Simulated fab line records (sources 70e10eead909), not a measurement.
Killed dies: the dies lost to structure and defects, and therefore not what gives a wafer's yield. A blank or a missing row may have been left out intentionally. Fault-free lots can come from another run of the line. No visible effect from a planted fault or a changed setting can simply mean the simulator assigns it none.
What tool caused it?    flow nand harc    18 wafers from 6 lots sampled at 2 of the route's 1159 steps

WHAT THE GAUGES SHOWED, per wafer
NHARC_HYBRID_BOND_OVL_MEAS_05.
lot   measured      on          overlay x nm (nm)
L556  day 18 20:07  overlay-02  -35 86 -34
L562  day 20 08:04  overlay-02  59 52 -16
L565  day 20 08:05  overlay-02  33 64 7
L570  day 22 18:57  overlay-02  -2 0 -19
L575  day 22 23:15  overlay-01  13 42 37
L578  day 23 11:56  overlay-02  22 24 -33

WHAT TOOL EACH LOT RAN ON (gives the tool, then ch and the chambers of the sampled wafers, and finally the start)
lot   NHARC_A_BLC_STRIP_29
L556  rie diel-08 ch 1,2,3, day 17 09:41
L562  rie diel-06 ch 2,3, day 19 02:24
L565  rie diel-06 ch 0,2, day 19 10:01
L570  rie diel-08 ch 0,1,3, day 21 19:58
L575  rie diel-06 ch 1,2, day 22 00:58
L578  rie diel-06 ch 0,1,3, day 22 10:08
- NHARC_A_BLC_STRIP_29: strips in CF4.

THE ANSWER, worked out from the rows above alone
Rule: the lots themselves supply what counts as usual. The widest of any qualifying gaps counts: lots, ordered by their means at a reading, are off when they make up no more than a third of the lots, leave a main group of 4 or more, and stand apart from it by 3 or more times the standard deviation of that group's means. The tables above print the reading to a certain number of digits; a main group whose means all agree to those digits is not used. Also off: a lot with no number at a reading for which 4 or more lots have one. Where the step has rows for the other lots, those lots are counted as sound.
Across all readings shown, no lot is off: no conclusion can be drawn from this.

WHAT THE SIMULATOR HAD INSERTED
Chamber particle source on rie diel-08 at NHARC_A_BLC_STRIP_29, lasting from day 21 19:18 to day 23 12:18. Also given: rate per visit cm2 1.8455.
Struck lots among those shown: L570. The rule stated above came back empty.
